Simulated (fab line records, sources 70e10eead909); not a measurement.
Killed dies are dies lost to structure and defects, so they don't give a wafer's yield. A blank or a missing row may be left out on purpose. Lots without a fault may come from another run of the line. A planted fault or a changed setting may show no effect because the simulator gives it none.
A struck lot beside a sound one | flow nand_harc | 15 steps out of a route of 1302
Sound: wafers L506.3, L506.4, L506.6. Struck: wafers L522.2, L522.6. (L522.3 of the same lot was not struck and is left out.) The cause comes at the end.
At each step with rows: each side's tool, then ch and its chambers, then its first start. Under that, the readings that differ: sound wafers | struck wafers | difference of the means | sigmas: that difference in standard deviations of wafers without a fault.
alike: readings whose means differ by less than 2 such deviations, and words and numbers that are the same on both sides. not compared: withheld readings, readings that some wafer has no value for, bounds like >300 that may hide the same value, and numbers for which the record gives no deviation and whose values overlap.
The two part at a step that has a row with sigmas, a row that says differs or no value, or rows on one side only. Numbers that don't overlap but have no deviation are shown without sigmas and don't part them. A reading that every wafer of one side lacks parts them only if that side has two wafers or more.

first, 8 steps without rows for these wafers: NHARC_P_BONDPAD_HMDS_02 (time 30 s); NHARC_P_BONDPAD_COAT_36 (time 65 s); NHARC_P_BONDPAD_COAT_03 (resist thk 600 nm); NHARC_P_BONDPAD_SOFTBAKE_04 (time 70 s); NHARC_P_BONDPAD_EBR_05; NHARC_P_BONDPAD_EXPOSE_06 (exposes mask P BPAD); NHARC_P_BONDPAD_PEB_07 (peb time 80 s); NHARC_P_BONDPAD_DEVELOP_08 (time 50 s).
NHARC_P_BONDPAD_CD_MEAS_09: target cd 500 nm.
  sound on cd_sem-01 ch 0, day 6 13:50; struck on cd_sem-03 ch 0, day 13 06:52
  alike: cd_nm
NHARC_P_BONDPAD_OVL_MEAS_38:
  sound on overlay-01, day 6 13:55; struck on overlay-01, day 13 06:57
  alike: overlay_x_nm, overlay_y_nm
then, 1 step without rows for these wafers: NHARC_P_BONDPAD_HARDBAKE_10 (time 65 s).
NHARC_P_BONDPAD_DESCUM_11: chemistry O2, time 3 s.
  sound on rie_diel-01 ch 0,1,2, day 6 14:04; struck on rie_diel-01 ch 2,3, day 13 07:05
  alike: drypump_motor_current_A, oes_product_au, rf_vpp_V, showerhead_plenum_p_Torr, throttle_valve_pct
  not compared: rf_hours_counter_h
NHARC_P_BONDPAD_ETCH_37: etches the open film in N2/H2, target depth 60 nm, overetch 18 nm, time 65.91 s.
  sound on rie_diel-01 ch 1,2, day 6 14:08; struck on rie_diel-01 ch 2, day 13 07:10
  reading               | sound             | struck      | difference | sigmas
  oes_product_au (a.u.) | 0.994 0.989 0.988 | 0.817 0.826 | -0.169     | -19
  alike: drypump_motor_current_A, rf_vpp_V, showerhead_plenum_p_Torr, throttle_valve_pct
  not compared: rf_hours_counter_h
NHARC_P_BONDPAD_ETCH_12: etches the open film in CHF3/O2, target depth 200 nm, time 100 s.
  sound on rie_diel-01 ch 0,2; struck on rie_diel-01 ch 1,2
  alike: drypump_motor_current_A, oes_product_au, rf_vpp_V, showerhead_plenum_p_Torr, throttle_valve_pct
  not compared: rf_hours_counter_h
-- the record jumps here: 18 days lie between the struck wafers' starts before and after (it left off in module P_BONDPAD and takes up again in module END, whose first step shown is number 1302 of the route) --
NHARC_END_SORT_01:
  the record has rows for the struck wafers here (prober-01 ch 0, day 30 21:26) and none for the sound ones

WHERE THEY PART
First at NHARC_P_BONDPAD_ETCH_37; last, within this record, at NHARC_END_SORT_01.

WHY: what the simulator had put in
Process parameter drift: rie_diel-01, from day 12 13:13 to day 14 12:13, at NHARC_P_BONDPAD_ETCH_37. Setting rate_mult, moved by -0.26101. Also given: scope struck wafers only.
